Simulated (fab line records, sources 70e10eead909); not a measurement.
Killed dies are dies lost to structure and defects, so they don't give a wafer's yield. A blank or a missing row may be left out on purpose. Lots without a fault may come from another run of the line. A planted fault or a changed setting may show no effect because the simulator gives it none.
fab line records | flow nand_harc | part 1 of 2: steps 1 to 26 of 38
record lots=5 wafers=15 last_day=23
route steps=1159 shown P_GATE@192 P_CONTACT@217
lots that met no fault: from a run of the same line without faults
start_h: hours from the record's first day to the start of the lot's first wafer shown | wait_h: hours since the lot's step before | " the same as in the row above | L1.1+2: a row that stands for several wafers | - no value, or no start given | * or withheld: withheld | < > ~ a bound
route shown NAME@n: a module of which the file shows steps, and the number in the route of the first | usual: mean/standard deviation of fault-free wafers | same: alike in all rows | chamber/n: place in a boat | sites: the reading at each site | _std_site: their standard deviation | _edge_site: outer sites' mean less inner sites' | radius_mm: how far each site lies from the wafer's centre | mask NAME#n: copy n | behind: the tool/chamber that last shaped the wafer | hold: why the lot was held/for how many hours/how that ended | device: the transistor (n, p or np) that didn't switch | end of line: the same wafers' tests at the end of the route | a step without rows: its recipe alone | killed: dies lost to structure and defects at the first sort, not the wafer's yield | map: a wafer's dies, x killed, . not, _ none there
set.NAME: the setting as run; set.NAME@STEP: as run at that earlier step | model.NAME: the simulator's own value behind a step, which no gauge read
lots at some steps of the route; a table a step, a row a wafer
services: from which hour (start_h, from the record's first day; less than 0 if before it) a tool's chamber was out of use, for how many hours, and why
## steps
# step NHARC_P_GATE_DEHYDRATE_83
# recipe temp_c=150 time_s=120
# usual exhaust_pa=44.9/0.89 heater_power_total_W=182.6/1.1
# columns lot.wafer tool chamber start_h wait_h exhaust_pa heater_power_total_W
L082.1 litho_track-02 0 159.95 - 44.9 181.9
L082.4 " 0 " " 45.8 182.9
L082.5 " 0 " " 44.5 181.9
L083.2 litho_track-02 0 161.47 - 45.4 180.9
L083.4 " 0 " " 45.6 182.8
L083.5 " 0 " " 44.7 181.1
L085.2 litho_track-02 0 183.06 - 45.7 183.4
L085.3 " 0 " " 45.2 183.1
L085.5 " 0 " " 45.1 182.6
L088.1 litho_track-07 0 183.41 - 45.6 182.5
L088.4 " 0 " " 45.0 183.8
L088.5 " 0 " " 44.7 184.8
L091.2 litho_track-07 0 213.74 - 43.1 181.0
L091.5 " 0 " " 44.2 183.4
L091.6 " 0 " " 45.0 182.0
# step NHARC_P_GATE_HMDS_84
# recipe time_s=30
# usual exhaust_pa=45.0/0.86
# columns lot.wafer tool chamber start_h wait_h exhaust_pa
L082.1 litho_track-02 0 - - 46.1
L082.4 " 0 " " 45.5
L082.5 " 0 " " 44.6
L083.2 litho_track-02 0 - - 44.4
L083.4 " 0 " " 43.6
L083.5 " 0 " " 44.3
L085.2 litho_track-02 0 - - 43.9
L085.3 " 0 " " 45.4
L085.5 " 0 " " 44.6
L088.1 litho_track-07 0 - - 45.1
L088.4 " 0 " " 46.4
L088.5 " 0 " " 45.0
L091.2 litho_track-07 0 - - 45.0
L091.5 " 0 " " 43.5
L091.6 " 0 " " 44.2
# step NHARC_P_GATE_COAT_85
# recipe spin_rpm=3000
# usual exhaust_pa=45.0/0.8
# columns lot.wafer tool chamber start_h wait_h exhaust_pa
L082.1 litho_track-02 0 - - 45.0
L082.4 " 0 " " 44.6
L082.5 " 0 " " 44.8
L083.2 litho_track-02 0 - - 43.5
L083.4 " 0 " " 45.1
L083.5 " 0 " " 44.7
L085.2 litho_track-02 0 - - 44.7
L085.3 " 0 " " 45.4
L085.5 " 0 " " 46.4
L088.1 litho_track-07 0 - - 44.8
L088.4 " 0 " " 44.7
L088.5 " 0 " " 46.1
L091.2 litho_track-07 0 - - 46.5
L091.5 " 0 " " 45.2
L091.6 " 0 " " 46.3
# step NHARC_P_GATE_SOFTBAKE_86
# recipe temp_c=122 time_s=95
# usual exhaust_pa=44.9/0.88 heater_power_total_W=160.1/0.49
# columns lot.wafer tool chamber start_h wait_h exhaust_pa heater_power_total_W
L082.1 litho_track-02 0 - - 44.8 159.8
L082.4 " 0 " " 44.2 159.8
L082.5 " 0 " " 44.9 159.4
L083.2 litho_track-02 0 - - 45.1 160.5
L083.4 " 0 " " 45.6 159.6
L083.5 " 0 " " 45.7 160.6
L085.2 litho_track-02 0 - - 44.5 159.9
L085.3 " 0 " " 44.1 160.0
L085.5 " 0 " " 45.6 160.5
L088.1 litho_track-07 0 - - 44.1 159.9
L088.4 " 0 " " 44.7 160.1
L088.5 " 0 " " 44.5 160.6
L091.2 litho_track-07 0 - - 44.8 159.2
L091.5 " 0 " " 44.9 159.7
L091.6 " 0 " " 43.7 159.3
# step NHARC_P_GATE_EBR_87
# usual exhaust_pa=45.0/0.89
# columns lot.wafer tool chamber start_h wait_h exhaust_pa
L082.1 litho_track-02 0 - - 45.7
L082.4 " 0 " " 46.1
L082.5 " 0 " " 45.5
L083.2 litho_track-02 0 - - 44.9
L083.4 " 0 " " 45.0
L083.5 " 0 " " 43.9
L085.2 litho_track-02 0 - - 45.5
L085.3 " 0 " " 44.5
L085.5 " 0 " " 43.7
L088.1 litho_track-07 0 - - 45.1
L088.4 " 0 " " 45.9
L088.5 " 0 " " 47.1
L091.2 litho_track-07 0 - - 45.4
L091.5 " 0 " " 44.9
L091.6 " 0 " " 46.0
# step NHARC_P_GATE_EXPOSE_88
# recipe na=0.6 target_cd_nm=2000 dose_mj=11.87 mask_id=P_HVN
# columns lot.wafer tool chamber start_h wait_h mask
L082.1+4+5 krf_scanner-03 0 160.22 - P_HVN#0
L083.2+4+5 krf_scanner-01 0 161.75 - P_HVN#0
L085.2+3+5 krf_scanner-01 0 183.21 - P_HVN#0
L088.1+4+5 krf_scanner-03 0 183.67 - P_HVN#0
L091.2+5+6 krf_scanner-01 0 213.89 - P_HVN#0
# step NHARC_P_GATE_PEB_89
# recipe peb_temp_c=118 peb_time_s=85
# usual exhaust_pa=44.9/0.98 heater_power_total_W=163.96/0.28
# columns lot.wafer tool chamber start_h wait_h exhaust_pa heater_power_total_W
L082.1 litho_track-07 0 160.29 0.1 45.6 164.35
L082.4 " 0 " " 45.0 164.25
L082.5 " 0 " " 44.4 163.71
L083.2 litho_track-02 0 161.81 0.1 44.3 163.68
L083.4 " 0 " " 44.8 163.57
L083.5 " 0 " " 42.8 163.63
L085.2 litho_track-03 0 183.27 0.1 46.1 163.64
L085.3 " 0 " " 46.5 163.60
L085.5 " 0 " " 44.0 163.73
L088.1 litho_track-03 0 183.74 0.1 44.9 163.96
L088.4 " 0 " " 44.6 164.27
L088.5 " 0 " " 45.4 163.72
L091.2 litho_track-07 0 213.95 0.1 44.7 163.71
L091.5 " 0 " " 45.0 163.71
L091.6 " 0 " " 44.8 163.76
# step NHARC_P_GATE_DEVELOP_90
# recipe time_s=70
# usual exhaust_pa=44.9/0.95
# columns lot.wafer tool chamber start_h wait_h exhaust_pa
L082.1 litho_track-07 0 - - 44.7
L082.4 " 0 " " 44.1
L082.5 " 0 " " 43.2
L083.2 litho_track-02 0 - - 43.8
L083.4 " 0 " " 44.6
L083.5 " 0 " " 43.7
L085.2 litho_track-03 0 - - 44.6
L085.3 " 0 " " 44.2
L085.5 " 0 " " 45.3
L088.1 litho_track-03 0 - - 45.6
L088.4 " 0 " " 44.6
L088.5 " 0 " " 45.9
L091.2 litho_track-07 0 - - 46.6
L091.5 " 0 " " 44.9
L091.6 " 0 " " 46.1
# step NHARC_P_GATE_CD_MEAS_91
# recipe target_cd_nm=2000 landing_energy_ev=500
# usual cd_nm=1999.0/1.9
# columns lot.wafer tool chamber start_h wait_h cd_nm
L082.1 cd_sem-02 0 160.38 - 2000.8
L082.4 " 0 " " 1998.2
L082.5 " 0 " " 1999.2
L083.2 cd_sem-03 0 161.90 - 2002.1
L083.4 " 0 " " 1998.9
L083.5 " 0 " " 1996.3
L085.2 cd_sem-03 0 183.36 - 2001.1
L085.3 " 0 " " 1994.5
L085.5 " 0 " " 1997.6
L088.1 cd_sem-03 0 183.83 - 2002.3
L088.4 " 0 " " 2000.8
L088.5 " 0 " " 1999.9
L091.2 cd_sem-03 0 214.04 - 1998.8
L091.5 " 0 " " 2000.6
L091.6 " 0 " " 1997.7
# step NHARC_P_GATE_HARDBAKE_92
# recipe temp_c=125 time_s=80
# usual exhaust_pa=45.0/0.97 heater_power_total_W=183.9/0.72
# columns lot.wafer tool chamber start_h wait_h exhaust_pa heater_power_total_W
L082.1 litho_track-07 0 160.46 - 45.5 182.8
L082.4 " 0 " " 47.0 184.8
L082.5 " 0 " " 44.8 184.8
L083.2 litho_track-03 0 161.98 - 44.6 184.9
L083.4 " 0 " " 45.4 185.0
L083.5 " 0 " " 44.8 185.0
L085.2 litho_track-02 0 183.44 - 45.7 183.8
L085.3 " 0 " " 46.1 182.7
L085.5 " 0 " " 45.7 183.9
L088.1 litho_track-07 0 183.91 - 43.8 184.4
L088.4 " 0 " " 45.9 184.8
L088.5 " 0 " " 44.5 184.9
L091.2 litho_track-02 0 214.12 - 44.7 184.6
L091.5 " 0 " " 44.3 184.7
L091.6 " 0 " " 44.7 182.8
# step NHARC_P_GATE_DESCUM_93
# recipe time_s=3 o2_flow_sccm=200 ar_flow_sccm=0 bias_power_w=0 chemistry=O2
# usual drypump_motor_current_A=5.7/0.39 oes_product_au=0.997/0.0099 rf_vpp_V=57.5/0.9 showerhead_plenum_p_Torr=1.90/0.077 throttle_valve_pct=11.310/0.0099
# columns lot.wafer tool chamber start_h wait_h drypump_motor_current_A oes_product_au rf_hours_counter_h rf_vpp_V showerhead_plenum_p_Torr throttle_valve_pct
L082.1 rie_diel-13 2 160.62 - 6.0 0.992 10 57.2 1.85 11.333
L082.4 " 0 " " 5.2 0.998 10 56.6 1.82 11.312
L082.5 " 1 " " 5.5 0.999 - 57.3 1.84 11.303
L083.2 rie_diel-13 1 162.08 - 5.5 0.986 10 57.1 1.84 11.314
L083.4 " 2 " " 6.0 1.010 10 59.3 1.85 11.315
L083.5 " 1 " " 5.4 0.999 - 56.5 1.84 11.314
L085.3 rie_diel-01 3 183.52 - 5.3 0.986 14 58.1 1.89 11.314
L085.2 " 2 " " 6.0 0.988 15 57.3 1.98 11.324
L085.5 " 0 " " 6.7 1.000 - 56.1 1.80 11.304
L088.1 rie_diel-13 0 183.99 - 5.2 1.005 14 57.6 1.82 11.310
L088.4 " 1 " " 5.5 0.992 13 58.2 1.84 11.322
L088.5 " 0 " " 5.2 1.002 - 56.6 1.82 11.323
L091.2 rie_diel-01 3 214.20 - 5.3 0.991 24 55.6 1.89 11.293
L091.5 " 3 " " 5.3 0.994 - 57.2 1.89 11.313
L091.6 " 0 " " 6.7 1.003 - 57.1 1.79 11.309
# step NHARC_P_GATE_IMPLANT_94
# recipe energy_kev=60 dose_cm2=2e+15 tilt_deg=7
# columns lot.wafer tool chamber start_h wait_h
L082.1+4+5 implanter-02 0 160.76 0.1
L083.2+4+5 implanter-02 0 162.24 0.2
L085.2+3+5 implanter-01 0 183.70 0.1
L088.1+4+5 implanter-02 0 184.14 0.1
L091.2+5+6 implanter-02 0 214.38 0.2
# step NHARC_P_GATE_STRIP_113
# recipe power_w=1500 temp_c=110 time_s=740 chemistry=N2/H2
# usual drypump_motor_current_A=5.7/0.45 heater_power_w=90/5.9 temp_c=110.00/0.15
# columns lot.wafer tool chamber start_h wait_h drypump_motor_current_A heater_power_w rf_hours_counter_h temp_c
L082.1 plasma_asher-01 1 161.10 0.3 5.2 88 16 109.89
L082.4 " 0 " " 5.9 85 - 109.90
L082.5 " 1 " " 5.2 86 - 109.98
L083.2 plasma_asher-01 1 162.56 0.3 5.2 87 17 110.18
L083.4 " 1 " " 5.2 89 - 110.19
L083.5 " 0 " " 6.0 87 - 110.06
L085.2 plasma_asher-01 0 184.16 0.4 5.9 86 25 110.13
L085.3 " 0 " " 5.9 85 - 110.16
L085.5 " 1 " " 5.2 91 - 110.24
L088.1 plasma_asher-01 1 185.48 1.3 5.2 90 26 109.97
L088.4 " 0 " " 5.9 83 - 109.94
L088.5 " 1 " " 5.2 85 - 109.91
L091.2 plasma_asher-02 0 214.69 0.3 5.4 85 7 109.79
L091.5 " 1 " " 6.3 99 - 109.82
L091.6 " 0 " " 5.4 83 - 109.83
# step NHARC_P_GATE_STRIP_95
# recipe power_w=1500 temp_c=250 chemistry=O2
# usual drypump_motor_current_A=5.7/0.45 heater_power_w=337/23 temp_c=250.03/0.18
# columns lot.wafer tool chamber start_h wait_h drypump_motor_current_A heater_power_w rf_hours_counter_h temp_c
L082.1 plasma_asher-01 1 161.71 0.5 5.2 322 17 250.17
L082.4 " 0 " " 5.9 315 - 250.33
L082.5 " 1 " " 5.2 328 - 250.02
L083.2 plasma_asher-01 1 163.17 0.5 5.2 332 18 249.99
L083.4 " 1 " " 5.2 327 - 249.89
L083.5 " 0 " " 5.9 309 - 249.87
L085.2 plasma_asher-01 0 184.88 0.6 5.9 318 26 250.14
L085.3 " 0 " " 5.9 319 - 250.34
L085.5 " 1 " " 5.2 331 - 250.15
L088.1 plasma_asher-01 1 186.09 0.5 5.2 334 27 249.84
L088.4 " 0 " " 6.0 321 - 249.70
L088.5 " 1 " " 5.2 328 - 250.09
L091.2 plasma_asher-02 0 215.29 0.5 5.4 321 8 249.88
L091.5 " 1 " " 6.3 377 - 249.98
L091.6 " 0 " " 5.4 319 - 250.02
# step NHARC_P_GATE_STRIP_96
# recipe time_s=900 temp_c=130 chemistry=SPM
# usual temp_c=130.02/0.14
# columns lot.wafer tool chamber start_h wait_h temp_c
L082.4 wet_bench-06 0 161.91 0.2 130.12
L082.1 " 1 " " 129.92
L082.5 " 3 " " 130.34
L083.4 wet_bench-05 5 163.38 0.2 129.98
L083.5 " 6 " " 130.00
L083.2 " 1 " " 129.79
L085.3 wet_bench-05 0 185.10 0.2 130.15
L085.2 " 3 " " 130.08
L085.5 " 4 " " 129.86
L088.1 wet_bench-05 2 186.32 0.2 130.22
L088.5 " 3 " " 130.16
L088.4 " 4 " " 130.22
L091.2 wet_bench-05 4 215.49 0.2 130.05
L091.6 " 6 " " 130.25
L091.5 " 7 " " 129.92
# step NHARC_P_GATE_RTA_64
# recipe temp_c=1050 time_s=1
# usual lamp_power_pct=35.0/2.8 lamp_zone_6_pct=35.0/2.8 wafer_temp_C_max=1054.5/0.97
# columns lot.wafer tool chamber start_h wait_h lamp_power_pct lamp_zone_6_pct wafer_temp_C_max
L082.1 rtp_anneal-02 0 162.26 - 31.8 31.7 1055.7
L082.4 " 0 " " 31.7 31.7 1054.0
L082.5 " 0 " " 31.7 31.7 1056.4
L083.2 rtp_anneal-02 0 163.94 - 31.8 31.7 1056.0
L083.4 " 0 " " 31.7 31.7 1055.0
L083.5 " 0 " " 31.7 31.7 1054.3
L085.2 rtp_anneal-02 0 185.47 - 31.8 31.7 1054.7
L085.3 " 0 " " 31.8 31.6 1054.1
L085.5 " 0 " " 31.8 31.8 1053.7
L088.1 rtp_anneal-01 0 186.64 - 37.4 37.4 1054.1
L088.4 " 0 " " 37.3 37.3 1054.4
L088.5 " 0 " " 37.4 37.3 1053.0
L091.2 rtp_anneal-02 0 215.87 - 31.8 31.7 1054.0
L091.5 " 0 " " 31.7 31.7 1056.2
L091.6 " 0 " " 31.7 31.7 1055.0
# step NHARC_P_GATE_ETCH_77
# recipe target_depth_a=60 chemistry=dHF material=SiO2
# columns lot.wafer tool chamber start_h wait_h
L082.1+5+4 wet_bench-06 2,4,5 162.47 0.2
L083.2+4+5 wet_bench-06 0,1,4 164.12 0.1
L085.3+5+2 wet_bench-03 1,4,6 185.64 0.1
L088.5+1+4 wet_bench-06 5,6,0 186.85 0.1
L091.5+6+2 wet_bench-03 7,1,3 216.04 0.1
# step NHARC_P_GATE_DEGAS_109
# recipe temp_c=300 time_s=60
# usual heater_power_w=473/61
# columns lot.wafer tool chamber start_h wait_h heater_power_w
L082.4 pvd_sputter-02 - 162.56 0.1 408
L082.1 " - " " 492
L082.5 " - " " 407
L083.2 pvd_sputter-02 - 164.22 0.1 499
L083.4 " - " " 413
L083.5 " - " " 411
L085.2 pvd_sputter-03 - 185.76 0.1 543
L085.3 " - " " 509
L085.5 " - " " 494
L088.1 pvd_sputter-01 - 186.95 0.1 453
L088.4 " - " " 420
L088.5 " - " " 447
L091.2 pvd_sputter-03 - 216.16 0.1 527
L091.6 " - " " 367
L091.5 " - " " 501
# step NHARC_P_GATE_PRE_CLEAN_110
# recipe time_s=30 bias_v=200 gas=Ar
# columns lot.wafer tool chamber start_h wait_h
L082.4+1+5 pvd_sputter-02 - - -
L083.4+2+5 pvd_sputter-02 - - -
L085.2+3+5 pvd_sputter-03 - - -
L088.4+1+5 pvd_sputter-01 - - -
L091.2+5+6 pvd_sputter-03 - - -
# step NHARC_P_GATE_SPUTTER_78
# recipe target_thk_a=100 material=Ni
# columns lot.wafer tool chamber start_h wait_h
L082.4+1+5 pvd_sputter-02 - - -
L083.2+4+5 pvd_sputter-02 - - -
L085.3+2+5 pvd_sputter-03 - - -
L088.4+1+5 pvd_sputter-01 - - -
L091.2+5+6 pvd_sputter-03 - - -
# step NHARC_P_GATE_SPUTTER_79
# recipe target_thk_a=100 material=TiN
# columns lot.wafer tool chamber start_h wait_h
L082.1+4+5 pvd_sputter-02 - - -
L083.2+4+5 pvd_sputter-02 - - -
L085.2+3+5 pvd_sputter-03 - - -
L088.1+4+5 pvd_sputter-01 - - -
L091.2+6+5 pvd_sputter-03 - - -
# step NHARC_P_GATE_RTA_80
# recipe temp_c=300 time_s=30
# usual wafer_temp_C_max=301.31/0.29
# columns lot.wafer tool chamber start_h wait_h wafer_temp_C_max
L082.1 rtp_anneal-02 0 162.86 - 301.30
L082.4 " 0 " " 301.59
L082.5 " 0 " " 301.12
L083.2 rtp_anneal-02 0 164.76 - 301.40
L083.4 " 0 " " 301.88
L083.5 " 0 " " 301.64
L085.2 rtp_anneal-01 0 186.09 - 301.16
L085.3 " 0 " " 301.09
L085.5 " 0 " " 301.48
L088.1 rtp_anneal-02 0 187.25 - 301.43
L088.4 " 0 " " 301.58
L088.5 " 0 " " 301.10
L091.2 rtp_anneal-02 0 216.47 - 301.02
L091.5 " 0 " " 301.44
L091.6 " 0 " " 301.17
# step NHARC_P_GATE_STRIP_67
# recipe time_s=600 temp_c=130 chemistry=SPM
# usual temp_c=130.01/0.12
# columns lot.wafer tool chamber start_h wait_h temp_c
L082.4 wet_bench-05 0 163.07 0.1 130.12
L082.1 " 1 " " 129.92
L082.5 " 3 " " 130.02
L083.2 wet_bench-03 2 164.93 0.1 130.06
L083.4 " 3 " " 130.12
L083.5 " 7 " " 130.01
L085.5 wet_bench-06 7 186.26 0.1 130.12
L085.3 " 0 " " 130.08
L085.2 " 3 " " 129.86
L088.1 wet_bench-03 4 187.46 0.2 130.25
L088.4 " 5 " " 130.02
L088.5 " 6 " " 129.97
L091.5 wet_bench-05 4 216.65 0.1 130.10
L091.2 " 6 " " 130.04
L091.6 " 7 " " 130.03
# step NHARC_P_GATE_RTA_82
# recipe temp_c=450 time_s=30
# usual lamp_power_pct=4.0/0.33 lamp_zone_6_pct=4.0/0.33 wafer_temp_C_max=452.0/0.45
# columns lot.wafer tool chamber start_h wait_h lamp_power_pct lamp_zone_6_pct wafer_temp_C_max
L082.1 rtp_anneal-02 0 163.74 - 3.7 3.7 452.0
L082.4 " 0 " " 3.7 3.7 451.7
L082.5 " 0 " " 3.7 3.7 453.1
L083.2 rtp_anneal-01 0 165.24 - 4.4 4.3 452.2
L083.4 " 0 " " 4.4 4.3 452.7
L083.5 " 0 " " 4.4 4.3 452.1
L085.2 rtp_anneal-02 0 186.55 - 3.7 3.7 451.2
L085.3 " 0 " " 3.7 3.7 452.3
L085.5 " 0 " " 3.7 3.7 451.9
L088.1 rtp_anneal-02 0 187.71 - 3.7 3.7 452.1
L088.4 " 0 " " 3.7 3.7 451.8
L088.5 " 0 " " 3.7 3.7 452.0
L091.2 rtp_anneal-02 0 216.93 - 3.7 3.7 453.0
L091.5 " 0 " " 3.7 3.7 451.3
L091.6 " 0 " " 3.7 3.7 452.4
# step NHARC_P_GATE_INSPECT_68
# usual raw_defect_count=205/79
# columns lot.wafer tool chamber start_h wait_h raw_defect_count
L082.1 defect_inspect-02 - 163.94 0.2 184
L082.4 " - " " 150
L082.5 " - " " 126
L083.2 defect_inspect-02 - 165.43 0.2 310
L083.4 " - " " 247
L083.5 " - " " 373
L085.2 defect_inspect-01 - 186.72 0.1 107
L085.3 " - " " 104
L085.5 " - " " 179
L088.1 defect_inspect-02 - 187.90 0.2 287
L088.4 " - " " 303
L088.5 " - " " 212
L091.2 defect_inspect-02 - 217.09 0.1 176
L091.5 " - " " 160
L091.6 " - " " 248
# step NHARC_P_CONTACT_DEP_30
# recipe target_thk_a=300 temp_c=400 target_thk_nm=30 flow_sccm=200 rf_w=450 material=SiNx
# usual heater_power_w=714/92
# columns lot.wafer tool chamber start_h wait_h heater_power_w
L082.1 pecvd-03 2 164.01 0.1 609
L082.4 " 2 " " 621
L082.5 " 0 " " 715
L083.2 pecvd-01 0 165.88 0.4 773
L083.5 " 1 " " 549
L083.4 " 0 " " 759
L085.2 pecvd-03 1 186.78 0.1 590
L085.3 " 0 " " 750
L085.5 " 0 " " 737
L088.1 pecvd-02 2 187.97 0.1 658
L088.4 " 2 " " 651
L088.5 " 1 " " 685
L091.2 pecvd-01 0 217.21 0.1 822
L091.6 " 2 " " 590
L091.5 " 1 " " 520
